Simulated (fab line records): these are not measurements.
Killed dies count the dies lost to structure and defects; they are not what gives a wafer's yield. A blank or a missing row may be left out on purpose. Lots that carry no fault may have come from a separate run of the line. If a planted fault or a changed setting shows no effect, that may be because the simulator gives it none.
What tool caused it?	flow nand_harc	11 lots with 33 wafers sampled at 6 steps, on a route of 1159 steps

WHAT THE GAUGES READ, wafer by wafer
NHARC_P_GATE_INSPECT_68.
lot	measured	on	raw_defect_count
L526	day 5 12:39	defect_inspect-02	237 217 197
L528	day 6 01:07	defect_inspect-02	159 159 154
L529	day 6 07:43	defect_inspect-02	152 259 195
L530	day 6 09:03	defect_inspect-02	183 229 250
L532	day 6 18:04	defect_inspect-02	270 208 274
L533	day 7 02:53	defect_inspect-02	238 186 247
L540	day 8 17:32	defect_inspect-02	206 177 168
L541	day 9 13:20	defect_inspect-01	199 270 287
L543	day 9 19:09	defect_inspect-02	257 254 315
L545	day 10 06:18	defect_inspect-02	184 1520 186
L549	day 11 09:29	defect_inspect-01	274 250 326

NHARC_END_SORT_01.
lot	measured	on	killed_at_array	killed_at_other	killed_at_periphery	killed_dies	killed_open	killed_short
L545	day 24 07:35	prober-02	19 19 24	0 1 0	3 52 1	22 72 25	4 4 5	1 1 1

WHICH TOOL RAN EACH LOT (tool, then ch and the chambers of the sampled wafers, then the start)
lot	NHARC_P_GATE_STRIP_108	NHARC_P_GATE_STRIP_113	NHARC_P_GATE_RTA_64	NHARC_P_GATE_RTA_80
L526	rie_diel-07 ch 1,3, day 4 16:34	plasma_asher-02 ch 0, day 5 09:56	rtp_anneal-01 ch 0, day 5 11:16	rtp_anneal-01 ch 0, day 5 12:01
L528	rie_diel-07 ch 0,1,3, day 5 05:08	plasma_asher-01 ch 0,1, day 5 22:35	rtp_anneal-02 ch 0, day 5 23:53	rtp_anneal-01 ch 0, day 6 00:29
L529	rie_diel-03 ch 1,2,3, day 5 10:33	plasma_asher-02 ch 0, day 6 05:04	rtp_anneal-02 ch 0, day 6 06:16	rtp_anneal-02 ch 0, day 6 06:52
L530	rie_diel-03 ch 0,1, day 5 15:32	plasma_asher-02 ch 0,1, day 6 06:29	rtp_anneal-01 ch 0, day 6 07:49	rtp_anneal-02 ch 0, day 6 08:25
L532	rie_diel-03 ch 0,1,3, day 6 00:13	plasma_asher-01 ch 0,1, day 6 15:29	rtp_anneal-01 ch 0, day 6 16:48	rtp_anneal-01 ch 0, day 6 17:26
L533	rie_diel-07 ch 0,2,3, day 6 09:02	plasma_asher-02 ch 0,1, day 7 00:19	rtp_anneal-01 ch 0, day 7 01:39	rtp_anneal-02 ch 0, day 7 02:16
L540	rie_diel-07 ch 0,1,3, day 7 23:44	plasma_asher-02 ch 0,1, day 8 15:06	rtp_anneal-01 ch 0, day 8 16:17	rtp_anneal-02 ch 0, day 8 16:54
L541	rie_diel-07 ch 1,2,3, day 8 19:22	plasma_asher-02 ch 0,1, day 9 10:41	rtp_anneal-01 ch 0, day 9 11:57	rtp_anneal-02 ch 0, day 9 12:34
L543	rie_diel-07 ch 1,3, day 9 00:23	plasma_asher-02 ch 0,1, day 9 16:37	rtp_anneal-01 ch 0, day 9 17:55	rtp_anneal-01 ch 0, day 9 18:31
L545	rie_diel-07 ch 1,2,3, day 9 12:04	plasma_asher-02 ch 0,1, day 10 03:53	rtp_anneal-02 ch 0, day 10 05:04	rtp_anneal-01 ch 0, day 10 05:41
L549	rie_diel-03 ch 2,3, day 10 15:44	plasma_asher-02 ch 0,1, day 11 06:56	rtp_anneal-02 ch 0, day 11 08:14	rtp_anneal-02 ch 0, day 11 08:51
- NHARC_P_GATE_STRIP_108: strips in O2.
- NHARC_P_GATE_STRIP_113: strips in N2/H2, time 740 s.
- NHARC_P_GATE_RTA_64: time 1 s.
- NHARC_P_GATE_RTA_80: time 30 s.

WHAT THE TOOLS THEMSELVES READ (means of the sampled wafers that have a number; where no wafer has one, the mark that the record gives instead)
NHARC_P_GATE_STRIP_108.
lot	tool	drypump_motor_current_A (A)	oes_product_au (a.u.)	rf_vpp_V (V)	showerhead_plenum_p_Torr (Torr)	throttle_valve_pct (%)
L526	rie_diel-07	5.6	0.999	58.0	3.76	17.043
L528	rie_diel-07	5.4	1.000	59.2	3.71	17.028
L529	rie_diel-03	5.5	0.994	57.6	3.54	17.040
L530	rie_diel-03	5.8	0.995	57.8	3.55	17.037
L532	rie_diel-03	5.8	0.992	57.4	3.48	17.045
L533	rie_diel-07	5.4	0.992	58.8	3.67	17.038
L540	rie_diel-07	5.4	1.003	58.2	3.70	17.045
L541	rie_diel-07	5.5	0.993	58.1	3.70	17.044
L543	rie_diel-07	5.5	0.996	57.6	3.74	17.035
L545	rie_diel-07	5.5	1.000	58.5	3.70	17.037
L549	rie_diel-03	5.0	0.986	57.8	3.71	17.050

NHARC_P_GATE_STRIP_113.
lot	tool	drypump_motor_current_A (A)	heater_power_w (W)
L526	plasma_asher-02	6.0	113
L528	plasma_asher-01	5.8	86
L529	plasma_asher-02	6.0	114
L530	plasma_asher-02	5.8	103
L532	plasma_asher-01	5.6	87
L533	plasma_asher-02	5.5	96
L540	plasma_asher-02	5.5	97
L541	plasma_asher-02	5.5	96
L543	plasma_asher-02	5.5	95
L545	plasma_asher-02	5.5	94
L549	plasma_asher-02	5.8	101

NHARC_P_GATE_RTA_64.
lot	tool	lamp_power_pct (%)	lamp_zone_3_pct (%)	lamp_zone_4_pct (%)	lamp_zone_5_pct (%)	lamp_zone_6_pct (%)	wafer_temp_C_max
L526	rtp_anneal-01	31.7	31.7	31.7	31.7	31.6	1055.9
L528	rtp_anneal-02	33.7	33.7	33.6	33.6	33.6	1053.2
L529	rtp_anneal-02	33.6	33.6	33.6	33.6	33.5	1054.3
L530	rtp_anneal-01	31.6	31.6	31.7	31.7	31.6	1055.0
L532	rtp_anneal-01	31.7	31.7	31.7	31.7	31.6	1055.5
L533	rtp_anneal-01	31.7	31.7	31.7	31.7	31.6	1054.9
L540	rtp_anneal-01	31.7	31.7	31.7	31.7	31.6	1055.1
L541	rtp_anneal-01	31.7	31.7	31.7	31.6	31.6	1055.1
L543	rtp_anneal-01	31.7	31.7	31.6	31.7	31.6	1054.7
L545	rtp_anneal-02	33.6	33.7	33.6	33.6	33.6	1053.6
L549	rtp_anneal-02	33.6	33.6	33.7	33.6	33.6	1054.3

NHARC_P_GATE_RTA_80.
lot	tool	lamp_power_pct (%)	lamp_zone_3_pct (%)	lamp_zone_4_pct (%)	lamp_zone_5_pct (%)	wafer_temp_C_max
L526	rtp_anneal-01	1.89	1.89	1.89	1.89	301.4
L528	rtp_anneal-01	1.89	1.89	1.89	1.88	301.3
L529	rtp_anneal-02	2.00	2.00	2.00	2.00	301.1
L530	rtp_anneal-02	2.00	2.00	2.00	2.00	301.0
L532	rtp_anneal-01	1.89	1.89	1.89	1.89	301.4
L533	rtp_anneal-02	2.00	2.00	2.00	2.00	300.9
L540	rtp_anneal-02	2.01	2.01	2.01	2.01	301.0
L541	rtp_anneal-02	2.01	2.01	2.00	2.01	301.4
L543	rtp_anneal-01	1.88	1.89	1.89	1.89	301.4
L545	rtp_anneal-01	1.89	1.88	1.89	1.88	301.6
L549	rtp_anneal-02	2.00	2.00	2.00	2.00	301.4

THE ANSWER, worked out from the rows above alone
Rule: what is usual is taken from the lots themselves. Put in order of their means at a reading, lots are off if they are a third of the lots or fewer, leave a main group of 4 or more, and stand apart from it by a gap of 3 or more times the standard deviation of the main group's means; of several such gaps the widest counts. Not used: any main group whose means are identical at the precision the tables above print for the reading. Also off: a lot with no number at a reading for which 4 or more lots have one. All remaining lots with rows at the step are treated as sound. Order of review: gauges by route order, followed by the tools' own readings, for which a lot's mean as printed above is used. The first step at which some lot is off is used, and at that step the reading that is off furthest; a lot without a number counts as furthest.
Off: L545, at NHARC_P_GATE_INSPECT_68 (raw_defect_count). The main group has a mean of 227 with a standard deviation of 38.
If a tool, at a process step before that reading, ran all the lots that are off and no sound lot after the first of them, it fits. The gauges at NHARC_P_GATE_INSPECT_68 are tried like those tools. Can't be told from this: 3 tools fit, rie_diel-07 at NHARC_P_GATE_STRIP_108, rtp_anneal-01 at NHARC_P_GATE_RTA_80, defect_inspect-02 at NHARC_P_GATE_INSPECT_68.

WHAT THE SIMULATOR HAD INSERTED
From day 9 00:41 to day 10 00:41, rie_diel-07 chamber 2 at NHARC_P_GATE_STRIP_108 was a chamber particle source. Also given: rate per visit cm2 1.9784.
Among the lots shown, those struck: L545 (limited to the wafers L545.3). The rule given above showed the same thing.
